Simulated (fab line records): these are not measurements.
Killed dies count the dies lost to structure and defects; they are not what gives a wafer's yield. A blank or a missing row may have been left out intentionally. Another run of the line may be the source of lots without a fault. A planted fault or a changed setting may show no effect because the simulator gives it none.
Chamber matching ; flow nandHarc ; NHARC_P_CONTACT_STRIP_28 on rieDiel-04: 4 sister chambers
The step strips in O2. 4 wafers are shown with their chamber, then 8 later ones without.

== WAFERS PAIRED WITH THEIR CHAMBERS ==
wafer;chamber;showerheadPlenumPTorr (Torr)
L082.6;2;3.62
L093.1;1;3.37
L093.4;0;3.40
L094.1;3;3.37

== WAFERS WITH NO CHAMBER GIVEN ==
wafer;showerheadPlenumPTorr (Torr)
L094.2;3.40
L094.4;3.61
L095.3;3.37
L095.4;3.40
L095.6;3.37
L097.1;3.61
L097.2;3.37
L097.4;3.37

== EACH ONE'S CHAMBER ==
wafer;from the rows above;in truth
L094.2;0;0
L094.4;2;2
L095.3;can't be placed: 1 or 3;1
L095.4;0;0
L095.6;can't be placed: 1 or 3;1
L097.1;2;2
L097.2;can't be placed: 1 or 3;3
L097.4;can't be placed: 1 or 3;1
4 of 8 placed correctly. Unplaceable from these rows: 4, with the true chamber sitting among the candidates in 4. 0 placed wrongly.
How it was worked out, from the rows above alone: a wafer's distance from a chamber is the root of the sum, over the readings, of the square of ((its reading less the chamber's mean) divided by the reading's scatter). If the next closest chamber is less than 2 further off than the closest, the wafer can't be placed; otherwise it belongs to the closest. Each chamber's mean is taken over the wafers shown for it. The scatter: root of mean squared gap, hidden wafer to nearest shown wafer, with one shown wafer a chamber.
